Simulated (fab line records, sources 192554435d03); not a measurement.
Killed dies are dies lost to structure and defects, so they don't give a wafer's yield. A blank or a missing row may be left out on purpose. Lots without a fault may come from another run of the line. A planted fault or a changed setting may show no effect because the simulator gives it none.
fab line records | flow n5_finfet
record lots=4 wafers=12 last_day=17
route steps=1938 shown BEOL_M12@1649 BEOL_M13@1659
lots that met no fault: from a run of the same line without faults
start_h: hours from the record's first day to the start of the lot's first wafer shown | wait_h: hours since the lot's step before | " the same as in the row above | L1.1+2: a row that stands for several wafers | - no value, or no start given | * or withheld: withheld | < > ~ a bound
route shown NAME@n: a module of which the file shows steps, and the number in the route of the first | usual: mean/standard deviation of fault-free wafers | same: alike in all rows | chamber/n: place in a boat | sites: the reading at each site | _std_site: their standard deviation | _edge_site: outer sites' mean less inner sites' | radius_mm: how far each site lies from the wafer's centre | mask NAME#n: copy n | behind: the tool/chamber that last shaped the wafer | hold: why the lot was held/for how many hours/how that ended | device: the transistor (n, p or np) that didn't switch | end of line: the same wafers' tests at the end of the route | a step without rows: its recipe alone | killed: dies lost to structure and defects at the first sort, not the wafer's yield | map: a wafer's dies, x killed, . not, _ none there
set.NAME: the setting as run; set.NAME@STEP: as run at that earlier step | model.NAME: the simulator's own value behind a step, which no gauge read
lots at some steps of the route; a table a step, a row a wafer
services: from which hour (start_h, from the record's first day; less than 0 if before it) a tool's chamber was out of use, for how many hours, and why
## steps
# step N5_BEOL_M12_SPUTTER_44
# recipe material=Ta target_thk_a=100 temp_c=50 bias_v=80 power_w=15000 chamber_pressure_pa=0.07 time_s=16.13
# step N5_BEOL_M12_SPUTTER_45
# recipe material=Cu target_thk_a=800 temp_c=-20 bias_v=60 power_w=26000 chamber_pressure_pa=0.13 time_s=13.33
# step N5_BEOL_M12_ECD_47
# recipe material=Cu target_thk_a=7200
# step N5_BEOL_M12_ANNEAL_48
# recipe temp_c=225 time_s=90 ambient=N2
# step N5_BEOL_M12_CMP_49
# recipe stop_on=SiOC t_overpolish_s=20.6 down_force_psi=1 platen_rpm=50 clearing_platen_down_force_psi=1.5 clearing_platen_rpm=50 post_cmp_clean=cu_alkaline target_thk_nm=320 clearing_platen_pad_velocity_m_s=0.99484 pad_velocity_m_s=0.99484
# step N5_BEOL_M12_PRE_CLEAN_52
# recipe gas=NH3 time_s=15 temp_c=withheld rf_power_w=300
# step N5_BEOL_M12_DEP_53
# recipe material=SiCN target_thk_a=300 temp_c=withheld precursor=3MS/NH3 pressure_torr=3 rf_w=675 time_s=10.5
# step N5_BEOL_M13_ILD_DEP_00
# recipe material=SiOC target_thk_a=8379.2 temp_c=350 precursor=DEMS/O2 pressure_torr=5 rf_w=500 time_s=166.4
# step N5_BEOL_M13_COAT_58
# recipe resist=BARC temp_c=205 time_s=60 spin_rpm=1500 resist_thk_nm=89
# usual dispense_pressure_kPa=51.6/1.3 spin_speed_rpm=1500.1/0.92
# columns lot.wafer tool chamber start_h wait_h dispense_pressure_kPa spin_speed_rpm model.BARC_of_BEOL_M13_COAT_58.thk_nm
L150.2 litho_track-03 0 279.13 0.0 49.8 1502.3 89
L150.5 " 0 " " 49.7 1500.7 89
L150.6 " 0 " " 49.8 1501.0 89.2
L157.1 litho_track-03 0 334.06 0.0 49.8 1540.0 87.6
L157.4 " 0 " " 49.8 1539.8 88
L157.6 " 0 " " 49.8 1540.8 88
L162.4 litho_track-03 0 345.12 0.0 49.8 1537.2 87.8
L162.5 " 0 " " 49.8 1537.7 88
L162.6 " 0 " " 49.8 1538.9 87.6
L166.3 litho_track-01 0 384.92 0.0 53.0 1499.7 88.8
L166.5 " 0 " " 53.0 1499.9 88.8
L166.6 " 0 " " 53.0 1500.0 88.8
# step N5_BEOL_M13_COAT_04
# recipe spin_rpm=1625 resist_thk_nm=400
# step N5_BEOL_M13_EBR_06
# recipe solvent=PGMEA ebr_width_mm=1.5
# step N5_BEOL_M13_SOFTBAKE_05
# recipe temp_c=130 time_s=60
# step N5_BEOL_M13_EXPOSE_07
# recipe mask_id=V12 na=0.93 source_shape=conventional sigma_outer=0.6 polarization=unpolarized attpsm_phase_deg=180 dose_mj=24.8
# step N5_BEOL_M13_PEB_08
# recipe peb_temp_c=130 peb_time_s=90
# step N5_BEOL_M13_DEVELOP_09
# recipe develop_time_s=45 rinse_liquid=diw dry=air_spin dev_temp_c=21
# step N5_BEOL_M13_HARDBAKE_14
# recipe temp_c=130 time_s=120
# step N5_BEOL_M13_DESCUM_15
# recipe chemistry=O2 time_s=7.9 source_power_w=50 bias_power_w=20 pressure_mtorr=20 rf_frequency_hz=2.712e+07 temp_c=40 o2_flow_sccm=225
# step N5_BEOL_M13_ETCH_59
# recipe chemistry=N2/H2 target=BARC target_depth_a=890 overetch_a=267 time_s=67.9 ion_energy_ev=200 pressure_mtorr=30 source_w=840 bias_w=150 n2_flow_sccm=200 h2_flow_sccm=200
# usual bias_w=149.9/0.47 drypump_motor_current_A=5.9/0.34 oes_product_au=0.69/0.077 rf_fwd_power_W=833/3.4 rf_vpp_V=524.0/1.6 showerhead_plenum_p_Torr=2.55/0.051 throttle_valve_pct=17.8/0.3
# columns lot.wafer tool chamber start_h wait_h bias_w drypump_motor_current_A oes_product_au rf_fwd_power_W rf_hours_counter_h rf_vpp_V showerhead_plenum_p_Torr throttle_valve_pct model.etch.depth_nm
L150.2 rie_diel-02 0 279.67 0.0 149.8 5.5 0.66 829 110 526.1 2.56 17.9 89.08
L150.5 " 2 " " 150.1 6.3 0.75 838 - 523.6 2.58 17.8 89.05
L150.6 " 1 " " 149.4 6.3 0.61 833 - 521.5 2.52 18.3 89.19
L157.1 rie_diel-05 2 334.71 0.0 149.8 5.5 0.66 836 107 522.8 2.57 17.9 87.52
L157.4 " 1 " " 149.8 5.9 0.70 830 81 523.6 2.56 17.5 88.1
L157.6 " 3 " " 149.9 6.0 0.78 831 - 525.2 2.61 17.6 87.97
L162.4 rie_diel-01 0 345.63 0.0 149.4 6.3 0.75 834 38 524.9 2.58 17.4 87.72
L162.5 " 0 " " 149.8 6.3 0.75 832 - 524.7 2.58 17.4 88.02
L162.6 " 1 " " 149.6 5.9 0.76 835 - 521.8 2.49 17.6 87.65
L166.3 rie_diel-01 0 385.31 0.0 150.0 6.3 0.73 837 51 525.1 2.58 17.4 88.84
L166.5 " 1 " " 149.7 5.9 0.75 831 - 521.8 2.49 17.6 88.78
L166.6 " 2 " " 149.8 5.5 0.79 835 - 525.4 2.60 17.9 88.84
# step N5_BEOL_M13_VIA_ETCH_16
# recipe chemistry=C4F8/O2/Ar target=SiOC pressure_mtorr=30 source_w=3000 bias_w=700 Ar_flow_sccm=400 C4F8_flow_sccm=15 O2_flow_sccm=8 he_inner_torr=15 he_outer_torr=30 target_depth_a=9217 time_s=withheld ion_energy_ev=250 ends=cleared
# step N5_BEOL_M13_STRIP_63
# recipe chemistry=N2/H2 power_w=1000 temp_c=250 h2_frac=0.65 overash_fraction=0.3 pressure_mtorr=1000 n2_flow_sccm=1750 h2_flow_sccm=3250
# step N5_BEOL_M13_STRIP_64
# recipe chemistry=N2/H2 power_w=1000 temp_c=250 h2_frac=0.65 overash_fraction=0.3 pressure_mtorr=withheld n2_flow_sccm=1750 h2_flow_sccm=3250
# usual drypump_motor_current_A=5.8/0.62 heater_power_w=342/27 oes_product_au=0.715/0.0045 strip_time_to_endpoint_s=31.35/0.073 temp_c=250.03/0.16
# columns lot.wafer tool chamber start_h wait_h drypump_motor_current_A heater_power_w oes_product_au rf_hours_counter_h strip_time_to_endpoint_s temp_c
L150.2 plasma_asher-02 0 280.02 0.0 5.7 322 0.713 72 31.33 250.19
L150.5 " 1 " " 4.9 392 0.711 - 31.31 250.12
L150.6 " 0 " " 5.7 322 0.721 - 31.37 249.81
L157.1 plasma_asher-02 1 335.10 0.0 4.9 391 0.711 83 30.89 249.85
L157.4 " 0 " " 5.7 330 0.710 - 31.05 250.16
L157.6 " 1 " " 4.9 387 0.712 - 31.00 249.99
L162.4 plasma_asher-01 0 346.00 0.0 6.1 320 0.716 - 30.94 250.09
L162.5 " 1 " " 6.6 334 0.716 - 31.04 249.96
L162.6 " 0 " " 6.1 329 0.714 - 30.92 249.84
L166.3 plasma_asher-01 1 385.68 0.0 6.6 336 0.716 - 31.27 249.82
L166.5 " 1 " " 6.7 335 0.713 - 31.26 250.16
L166.6 " 0 " " 6.1 322 0.717 - 31.27 250.00
# step N5_BEOL_M13_STRIP_71
# recipe chemistry=post_etch_residue_remover time_s=60 temp_c=25 remover_ph=withheld remover_water_wt_pct=withheld remover_fluoride_wt_pct=withheld
## services
# columns tool chamber start_h hours kind
litho_track-01 - 262.57 - consumable_replace:filter
rie_diel-02 - 275.29 0.6 repair
rie_diel-05 3 281.88 - clean
rie_diel-05 3 281.88 - consumable_replace:focus_ring
rie_diel-05 3 281.88 15.8 scheduled_down
rie_diel-05 3 281.88 15.8 vent_cycle
rie_diel-01 2 290.98 - clean
rie_diel-01 2 290.98 - consumable_replace:focus_ring
rie_diel-01 2 290.98 20.7 scheduled_down
rie_diel-01 2 290.98 20.7 vent_cycle
litho_track-03 - 298.21 - consumable_replace:filter
rie_diel-02 - 303.01 0.5 repair
rie_diel-01 0 311.36 5.4 repair
rie_diel-01 - 338.55 0.3 repair
rie_diel-02 2 361.69 4.1 repair
rie_diel-05 - 374.94 0.4 repair
rie_diel-02 3 376.49 1.6 repair
rie_diel-01 1 377.45 5.0 repair
rie_diel-01 3 382.03 6.1 repair
rie_diel-05 - 385.19 14.6 pm
plasma_asher-02 - 385.48 3.1 repair
## key
first_sign step=N5_BEOL_M13_COAT_58 reading=spin_speed_rpm direction=up sigmas=42 usual=* struck=*
effect step=N5_BEOL_M13_STRIP_64 reading=strip_time_to_endpoint_s direction=down sigmas=5.2 usual=* struck=*
model_effect step=N5_BEOL_M13_COAT_58 value=BARC_of_BEOL_M13_COAT_58.thk_nm without=88.93 struck=87.83
model_effect step=N5_BEOL_M13_ETCH_59 value=etch.depth_nm without=88.93 struck=87.83
met_at N5_BEOL_M13_COAT_58
struck_wafers L157.1,L157.4,L157.6,L162.4,L162.5,L162.6
onset_between 279.13 334.06
fault kind=process_parameter_drift tool=litho_track-03 chamber=- onset_h=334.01 steps=N5_BEOL_M13_COAT_58 channel=spin_rpm offset=* shape=step end_h=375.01 acts_in=* stated=*
